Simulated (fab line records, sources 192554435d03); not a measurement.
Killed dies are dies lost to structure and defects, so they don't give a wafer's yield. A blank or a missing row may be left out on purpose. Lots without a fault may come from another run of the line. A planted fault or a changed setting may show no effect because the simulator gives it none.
fab line records | flow n5_finfet
record lots=5 wafers=12 last_day=22
route steps=1938 shown SD_EPI_N@263 BEOL_M4@1111 PASSIVATION@1936
lots that met no fault: from a run of the same line without faults
start_h: hours from the record's first day to the start of the lot's first wafer shown | wait_h: hours since the lot's step before | " the same as in the row above | L1.1+2: a row that stands for several wafers | - no value, or no start given | * or withheld: withheld | < > ~ a bound
route shown NAME@n: a module of which the file shows steps, and the number in the route of the first | usual: mean/standard deviation of fault-free wafers | same: alike in all rows | chamber/n: place in a boat | sites: the reading at each site | _std_site: their standard deviation | _edge_site: outer sites' mean less inner sites' | radius_mm: how far each site lies from the wafer's centre | mask NAME#n: copy n | behind: the tool/chamber that last shaped the wafer | hold: why the lot was held/for how many hours/how that ended | device: the transistor (n, p or np) that didn't switch | end of line: the same wafers' tests at the end of the route | a step without rows: its recipe alone | killed: dies lost to structure and defects at the first sort, not the wafer's yield | map: a wafer's dies, x killed, . not, _ none there
set.NAME: the setting as run; set.NAME@STEP: as run at that earlier step | model.NAME: the simulator's own value behind a step, which no gauge read
lots at some steps of the route; a table a step, a row a wafer
services: from which hour (start_h, from the record's first day; less than 0 if before it) a tool's chamber was out of use, for how many hours, and why
## steps
# step N5_SD_EPI_N_COAT_33
# recipe resist=SiARC temp_c=220 time_s=60 spin_rpm=1500 resist_thk_nm=35
# step N5_SD_EPI_N_COAT_03
# recipe resist=CAR-ArF-block spin_rpm=1500 resist_thk_nm=150
# step N5_SD_EPI_N_EBR_05
# recipe solvent=PGMEA ebr_width_mm=1.5
# step N5_SD_EPI_N_SOFTBAKE_04
# recipe temp_c=110 time_s=60 resist=CAR-ArF-block
# step N5_SD_EPI_N_EXPOSE_06
# recipe mask_id=SD_N_BLK na=1.35 source_shape=conventional sigma_outer=0.8 polarization=unpolarized target_cd_nm=120 dose_mj=39.75
# step N5_SD_EPI_N_PEB_07
# recipe peb_temp_c=110 peb_time_s=60 resist=CAR-ArF-block
# step N5_SD_EPI_N_DEVELOP_08
# recipe develop_time_s=30 developer=TMAH resist=CAR-ArF-block dev_temp_c=23 rinse_liquid=diw dry=air_spin
# step N5_SD_EPI_N_DESCUM_14
# recipe chemistry=O2 time_s=7.9 source_power_w=50 bias_power_w=20 pressure_mtorr=20 rf_frequency_hz=2.712e+07 temp_c=40 resist=CAR-ArF-block o2_flow_sccm=225
# step N5_SD_EPI_N_ETCH_34
# recipe chemistry=CF4 target=SiARC target_depth_a=455 mask_material=CAR-ArF-block time_s=75.8 ion_energy_ev=80 pressure_mtorr=40 source_w=545 bias_w=36 Ar_flow_sccm=100 cf4_flow_sccm=100 ends=cleared
# step N5_SD_EPI_N_ETCH_35
# recipe chemistry=N2/H2 target=SOC overetch_a=1080 mask_material=SiARC temp_c=40 ion_energy_ev=100 source_w=3000 bias_w=133 pressure_mtorr=20 time_s=486 n2_flow_sccm=200 h2_flow_sccm=200
# usual drypump_motor_current_A=5.8/0.43 h2_flow_sccm=200.0/0.61 oes_product_au=0.69/0.07 rf_vpp_V=241.1/1.5 showerhead_plenum_p_Torr=2.56/0.099 temp_c=39.98/0.1 throttle_valve_pct=23.93/0.19
# columns lot.wafer tool chamber start_h wait_h drypump_motor_current_A h2_flow_sccm oes_product_au rf_hours_counter_h rf_vpp_V showerhead_plenum_p_Torr temp_c throttle_valve_pct model.SD_EPI_N.cd_nm model.SiARC_of_SD_EPI_N_COAT_33.thk_nm
L595.2 rie_diel-02 1 48.82 0.0 5.8 199.5 0.70 121 242.8 2.66 39.93 23.71 120.6 19.8
L595.4 " 2 " " 5.7 201.1 0.77 52 242.2 2.70 39.99 24.10 120.6 19.6
L595.6 " 2 " " 5.7 200.9 0.76 - 241.4 2.70 40.10 24.09 121.4 19.6
L603.2 rie_diel-02 2 98.59 0.0 5.7 199.8 0.74 68 243.6 2.69 40.02 24.11 120 19.8
L603.5 " 0 " " 5.6 200.0 0.67 - 238.3 2.43 40.05 23.61 124.4 15.4
L606.3 rie_diel-02 1 117.54 0.0 5.7 200.5 0.69 145 242.4 2.65 39.94 23.74 124 15.2
L606.5 " 0 " " 5.6 199.6 0.66 - 240.4 2.43 39.99 23.63 124.6 15
L607.2 rie_diel-02 0 123.35 0.0 5.6 199.2 0.65 175 239.7 2.43 40.25 23.63 120.6 19.8
L607.3 " 1 " " 5.7 199.6 0.68 146 243.1 2.65 39.80 23.75 124.8 15
L614.2 rie_diel-05 0 161.78 0.0 6.4 199.1 0.84 10 242.5 2.61 40.01 24.01 119.8 20
L614.3 " 2 " " 5.8 199.4 0.63 218 241.8 2.61 39.84 24.02 118.4 20.2
L614.6 " 2 " " 5.8 200.1 0.63 - 241.1 2.61 40.06 24.04 119.8 20
# step N5_SD_EPI_N_STRIP_36
# recipe chemistry=N2/H2 temp_c=40 n2_flow_sccm=200 h2_flow_sccm=200 rf_frequency_hz=6e+07
# step N5_SD_EPI_N_ETCHBACK_44
# recipe chemistry=CH3F/O2 mode=anisotropic_etchback target=SiNx target_depth_a=145 stop_on=SiO2 over_etch_frac=0.3 ion_energy_ev=120 pressure_mtorr=30 source_w=395 bias_w=73 Ar_flow_sccm=150 CH3F_flow_sccm=30 O2_flow_sccm=20
# step N5_SD_EPI_N_ETCH_45
# recipe chemistry=CH3F/O2 target=SiOCN target_depth_a=60 mask_material=SOC ion_energy_ev=60 bias_w=29 pressure_mtorr=15 source_w=410 Ar_flow_sccm=150 CH3F_flow_sccm=30 O2_flow_sccm=20
# step N5_SD_EPI_N_ETCH_16
# recipe chemistry=CHF3/O2 target=SiO2 target_depth_a=50 mask_material=SOC pressure_mtorr=30 source_w=650 bias_w=170 Ar_flow_sccm=200 CHF3_flow_sccm=50 O2_flow_sccm=5 ion_energy_ev=200
# usual CHF3_flow_sccm=49.99/0.15 drypump_motor_current_A=5.8/0.43 oes_f_703_au=0.77/0.076 oes_product_au=0.76/0.082 rf_vpp_V=524/5.7 showerhead_plenum_p_Torr=2.43/0.089 throttle_valve_pct=19.00/0.15
# columns lot.wafer tool chamber start_h wait_h CHF3_flow_sccm drypump_motor_current_A oes_f_703_au oes_product_au rf_hours_counter_h rf_vpp_V showerhead_plenum_p_Torr throttle_valve_pct model.SiARC_of_SD_EPI_N_COAT_33.thk_nm
L595.2 rie_diel-02 1 49.35 0.1 49.71 5.7 0.80 0.77 122 524 2.52 18.80 12.6
L595.4 " 2 " " 49.89 5.7 0.86 0.85 53 534 2.54 18.88 12.2
L595.6 " 2 " " 49.74 5.7 0.85 0.86 - 534 2.54 18.89 12.2
L603.2 rie_diel-02 2 99.12 0.1 49.98 5.6 0.84 0.83 68 532 2.53 18.91 12.4
L603.5 " 0 " " 49.80 5.6 0.73 0.73 - 526 2.32 18.84 8
L606.3 rie_diel-02 1 118.06 0.1 49.62 5.8 0.77 0.75 145 523 2.51 18.85 7.8
L606.5 " 0 " " 49.70 5.6 0.73 0.73 - 527 2.31 18.85 7.6
L607.2 rie_diel-02 0 123.88 0.1 50.07 5.6 0.73 0.73 175 527 2.31 18.85 12.4
L607.3 " 1 " " 50.05 5.7 0.77 0.77 146 521 2.51 18.84 7.8
L614.2 rie_diel-05 0 162.31 0.1 50.01 6.3 0.92 0.94 10 535 2.46 18.76 12.6
L614.3 " 2 " " 49.99 5.7 0.71 0.69 218 518 2.48 19.29 13
L614.6 " 2 " " 49.95 5.8 0.71 0.70 - 517 2.48 19.28 12.6
# step N5_SD_EPI_N_STRIP_47
# recipe chemistry=CHF3/O2 resist=SiARC rf_frequency_hz=6e+07
# step N5_SD_EPI_N_SD_RECESS_17
# recipe chemistry=HBr/Cl2/O2 target_depth_a=410 mask_material=SOC time_s=23.7 bt_time_s=3 pressure_mtorr=10 icp_w=800 bias_w=112 HBr_flow_sccm=150 Cl2_flow_sccm=80 O2_flow_sccm=12
# usual drypump_motor_current_A=5.9/0.42 oes_product_au=0.999/0.018 throttle_valve_pct=37.19/0.24
# columns lot.wafer tool chamber start_h wait_h drypump_motor_current_A oes_product_au rf_hours_counter_h throttle_valve_pct model.SD_EPI_N.cd_nm
L595.2 rie_si-03 1 49.42 0.0 6.7 1.006 187 37.60 120.4
L595.4 " 2 " " 5.7 1.007 112 37.22 120.6
L595.6 " 3 " " 6.2 1.013 - 37.10 121.6
L603.2 rie_si-01 2 99.19 0.0 5.9 0.963 103 36.74 120
L603.5 " 2 " " 5.9 0.959 - 36.75 124.2
L606.3 rie_si-01 0 118.13 0.0 4.9 1.020 112 37.56 123.8
L606.5 " 3 " " 5.8 1.002 - 37.44 124.4
L607.2 rie_si-05 1 123.95 0.0 6.3 1.016 30 37.08 120.6
L607.3 " 0 " " 6.0 0.986 17 36.90 124.6
L614.2 rie_si-03 3 162.38 0.0 6.2 1.018 4 37.10 119.8
L614.3 " 1 " " 6.7 1.014 189 37.61 118.4
L614.6 " 3 " " 6.2 1.012 - 37.08 119.8
# step N5_SD_EPI_N_STRIP_38
# recipe chemistry=N2/H2 power_w=1000 temp_c=250 h2_frac=0.65 overash_fraction=0.3 pressure_mtorr=withheld n2_flow_sccm=1750 h2_flow_sccm=3250
# step N5_BEOL_M4_RC_MEAS_101
# usual DIBL_N=36.3/1.1 DIBL_P=36.3/1.4 IOFF_N=0.155/0.019 IOFF_P=0.211/0.027 ION_N=672/8.5 ION_P=462/5.8 SS_N=71.5/0.56 SS_P=73.3/0.52 VT_N=249.9/2.5 VT_P=-249.8/2.8
# columns lot.wafer tool chamber start_h wait_h DIBL_N[mV/V] DIBL_P[mV/V] IOFF_N[nA/um] IOFF_P[nA/um] ION_N[uA/um] ION_P[uA/um] SS_N[mV/dec] SS_P[mV/dec] VT_N[mV] VT_P[mV]
L595.2 prober-01 0 196.27 0.2 37.9 37.2 0.171 0.243 674 465 71.8 74.0 249.2 -248.8
L595.4 " 0 " " 34.5 32.6 0.110 0.165 647 452 70.7 73.0 254.2 -257.5
L595.6 " 0 " " 36.9 36.4 0.151 0.224 669 467 71.8 74.6 249.0 -248.6
L606.3 prober-01 0 324.41 0.3 36.5 36.3 0.144 0.179 664 454 71.0 72.9 252.7 -253.3
L606.5 " 0 " " 37.2 37.4 0.153 0.197 668 454 72.6 73.4 248.3 -252.3
L607.2 prober-01 0 335.62 0.2 36.5 35.7 0.165 0.208 672 459 72.0 73.7 248.7 -251.2
L607.3 " 0 " " 34.7 33.6 0.137 0.184 666 458 70.4 72.8 250.3 -251.3
L614.2 prober-02 0 391.49 0.2 35.5 36.1 0.146 0.202 671 463 71.5 72.4 251.1 -248.8
L614.3 " 0 " " 36.0 36.0 0.147 0.205 675 466 70.9 72.3 251.9 -248.4
L614.6 " 0 " " 34.5 34.1 0.123 0.172 663 464 70.9 72.8 253.5 -252.7
L603.2 prober-02 0 399.79 0.2 37.0 38.3 0.162 0.214 675 466 71.3 73.5 246.4 -249.6
L603.5 " 0 " " 34.7 34.7 0.118 0.173 652 458 70.4 73.1 253.0 -253.3
# step N5_PASSIVATION_PROBE_49
# usual defect_limited_yield=91.4/1.2 killed_at_M0_to_M3=34/10 killed_at_M4_up=14/5.1 killed_at_contacts=12/6.4 killed_at_front_end=38/9.3 killed_at_other=4/3 killed_dies=102/15 killed_on_rim=13/3.6 killed_open=67/12 killed_short=33/6.9 sort_bin_5_function=5.0/0.86 sort_bin_6_memory=3.2/0.58 sort_bin_8_speed=0.00/0.0099 sort_n_pass=1078/15 sort_yield_pct=91.4/1.2
# same gross_dies=1180 killed_at_back_side=0 sort_bin_4_leakage[%]=0
# columns lot.wafer tool chamber start_h wait_h defect_limited_yield[%] killed_at_M0_to_M3 killed_at_M4_up killed_at_contacts killed_at_front_end killed_at_other killed_dies killed_on_rim killed_open killed_short sort_bin_5_function[%] sort_bin_6_memory[%] sort_bin_8_speed[%] sort_n_pass sort_yield_pct[%]
L595.2 prober-01 - 292.91 0.1 91.4 41 13 7 37 3 101 14 59 39 4.9 3.0 0 1079 91.4
L595.4 prober-01 - 293.01 0.2 89.7 42 8 16 54 2 122 18 68 52 5.8 4.3 0.08 1057 89.6
L595.6 prober-01 - 293.11 0.3 89.7 50 7 18 45 1 121 17 85 30 5.7 3.6 0 1059 89.7
L606.3 prober-01 - 435.13 0.1 91.6 27 11 12 42 7 99 17 57 41 4.5 3.3 0 1081 91.6
L606.5 prober-01 - 435.23 0.2 92.9 32 15 4 28 5 84 9 55 29 3.6 3.2 0 1096 92.9
L607.2 prober-01 - 438.51 0.1 91.2 27 15 15 41 6 104 15 64 40 5.2 3.1 0 1076 91.2
L607.3 prober-01 - 438.56 0.1 92.1 30 20 9 30 4 93 11 63 29 4.1 3.4 0 1087 92.1
L603.2 prober-01 - 517.15 0.1 90.3 23 24 10 53 4 114 16 66 47 5.5 3.8 0 1066 90.3
L603.5 prober-01 - 517.30 0.2 91.7 27 14 19 38 0 98 11 69 28 5.0 2.9 0 1082 91.7
L614.2 prober-01 - 522.31 0.1 92.9 30 17 8 27 2 84 13 55 25 3.8 3.1 0 1096 92.9
L614.3 prober-01 - 522.36 0.1 93.1 37 15 12 17 1 82 8 52 27 4.6 2.4 0 1098 93.1
L614.6 prober-01 - 522.51 0.3 92.0 40 22 15 17 0 94 8 54 38 4.7 2.7 0 1086 92.0
# killed by level:class
L595.2 BEOL_M3:geometric_particle:open=11 FIN_SAQP:geometric_particle:short=8 BEOL_M2:geometric_particle:open=8 FIN_SAQP:geometric_particle:open=5 GATE_CUT:geometric_particle:short=5 BEOL_M3:geometric_particle:short=5 STARTING-WAFER:geometric_particle:short=5 STARTING-WAFER:geometric_particle:open=5
L595.4 MOL_CONTACT_COAG:geometric_particle:open=13 BEOL_M3:geometric_particle:open=12 FIN_SAQP:geometric_particle:short=10 FIN_SAQP:geometric_particle:open=10 STI_FIN_REVEAL:geometric_particle:open=10 BEOL_M0_SAQP:geometric_particle:short=9 BEOL_M0_SAQP:geometric_particle:open=9 GATE_CUT:geometric_particle:short=8
L595.6 MOL_CONTACT_COAG:geometric_particle:open=15 STI_FIN_REVEAL:geometric_particle:open=12 BEOL_M3:geometric_particle:open=11 BEOL_M0_SAQP:geometric_particle:open=9 BEOL_M0:geometric_particle:open=7 STARTING-WAFER:geometric_particle:open=6 BEOL_M0_SAQP:geometric_particle:short=6 HKMG_FIN:area_etch=6
L606.3 MOL_CONTACT_COAG:geometric_particle:open=11 FIN_SAQP:geometric_particle:short=10 BEOL_M0_SAQP:geometric_particle:open=7 GATE_CUT:geometric_particle:short=6 BEOL_M0_SAQP:geometric_particle:short=5 BEOL_M3:geometric_particle:open=5 STARTING-WAFER:geometric_particle:open=5 FIN_SAQP:geometric_particle:open=4
L606.5 BEOL_M4:geometric_particle:open=11 BEOL_M0_SAQP:geometric_particle:short=8 BEOL_M0_SAQP:geometric_particle:open=7 BEOL_M1:geometric_particle:open=6 STI_FIN_REVEAL:geometric_particle:open=5 FIN_SAQP:geometric_particle:short=4 DUMMY_GATE:geometric_particle:open=4 GATE_CUT:geometric_particle:short=4
L607.2 FIN_SAQP:geometric_particle:open=9 FIN_SAQP:geometric_particle:short=9 MOL_CONTACT_COAG:geometric_particle:open=9 BEOL_M1:geometric_particle:open=9 MOL_CONTACT_COAG:geometric_particle:short=6 STARTING-WAFER:geometric_particle:short=5 GATE_CUT:geometric_particle:short=4 BEOL_M3:geometric_particle:open=4
L607.3 BEOL_M4:geometric_particle:open=8 MOL_CONTACT_COAG:geometric_particle:open=8 BEOL_M2:geometric_particle:open=7 FIN_SAQP:geometric_particle:open=6 BEOL_M1:geometric_particle:open=6 BEOL_M0_SAQP:geometric_particle:open=5 BEOL_M0_SAQP:geometric_particle:short=5 FIN_SAQP:geometric_particle:short=4
L603.2 FIN_SAQP:geometric_particle:short=23 FIN_SAQP:geometric_particle:open=13 BEOL_M2:geometric_particle:open=12 BEOL_M4:geometric_particle:short=9 MOL_CONTACT_COAG:geometric_particle:open=9 BEOL_M4:geometric_particle:open=9 BEOL_M0_SAQP:geometric_particle:open=5 STI_FIN_REVEAL:geometric_particle:open=4
L603.5 MOL_CONTACT_COAG:geometric_particle:open=16 BEOL_M2:geometric_particle:open=9 GATE_CUT:geometric_particle:open=8 FIN_SAQP:geometric_particle:short=6 STI_FIN_REVEAL:geometric_particle:open=6 BEOL_M3:geometric_particle:open=6 GATE_CUT:geometric_particle:short=5 BEOL_M0_SAQP:geometric_particle:open=5
L614.2 MOL_CONTACT_COAG:geometric_particle:open=7 BEOL_M0_SAQP:geometric_particle:short=7 BEOL_M0_SAQP:geometric_particle:open=7 GATE_CUT:geometric_particle:short=6 BEOL_M4:geometric_particle:open=6 STI_FIN_REVEAL:geometric_particle:open=5 FIN_SAQP:geometric_particle:open=4 GATE_CUT:geometric_particle:open=4
L614.3 BEOL_M2:geometric_particle:open=11 MOL_CONTACT_COAG:geometric_particle:open=9 BEOL_M0_SAQP:geometric_particle:short=9 BEOL_M4:geometric_particle:open=6 BEOL_M0_SAQP:geometric_particle:open=5 FIN_SAQP:geometric_particle:open=4 FIN_SAQP:geometric_particle:short=3 STI_FIN_REVEAL:geometric_particle:open=3
L614.6 MOL_CONTACT_COAG:geometric_particle:open=9 BEOL_M2:geometric_particle:open=9 BEOL_M4:geometric_particle:open=7 BEOL_M0_SAQP:geometric_particle:short=7 MOL_CONTACT_COAG:geometric_particle:short=6 BEOL_M0_SAQP:geometric_particle:open=6 STI_FIN_REVEAL:geometric_particle:short=5 STI_FIN_REVEAL:geometric_particle:open=4
## services
# columns tool chamber start_h hours kind
rie_si-05 1 74.49 10.9 repair
rie_si-05 0 92.54 11.7 repair
rie_si-05 2 97.20 1.3 repair
rie_diel-05 0 113.99 - clean
rie_diel-05 0 113.99 - consumable_replace:focus_ring
rie_diel-05 0 113.99 24.4 scheduled_down
rie_diel-05 0 113.99 24.4 vent_cycle
rie_si-01 0 124.05 7.7 repair
rie_diel-05 1 126.71 2.8 repair
rie_diel-05 2 144.20 3.8 repair
rie_si-01 1 150.52 1.5 repair
rie_diel-05 1 157.39 - clean
rie_diel-05 1 157.39 - consumable_replace:focus_ring
rie_diel-05 1 157.39 - consumable_replace:showerhead
rie_diel-05 1 157.39 18.2 scheduled_down
rie_diel-05 1 157.39 18.2 vent_cycle
rie_si-01 2 160.56 14.0 repair
## key
first_sign none at tools or gauges
model_effect step=N5_SD_EPI_N_ETCH_35 value=SD_EPI_N.cd_nm without=119.8 struck=124.5
model_effect step=N5_SD_EPI_N_ETCH_16 value=SiARC_of_SD_EPI_N_COAT_33.thk_nm without=12.4 struck=7.8
model_effect step=N5_SD_EPI_N_SD_RECESS_17 value=SD_EPI_N.cd_nm without=119.6 struck=124.2
met_at N5_SD_EPI_N_ETCH_35
struck_wafers L603.5,L606.3,L606.5,L607.3
onset_between 48.82 98.59
fault kind=process_parameter_drift tool=rie_diel-02 chamber=- onset_h=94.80 steps=N5_SD_EPI_N_ETCH_35 channel=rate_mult offset=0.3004 shape=step end_h=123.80 scope=struck_wafers_only
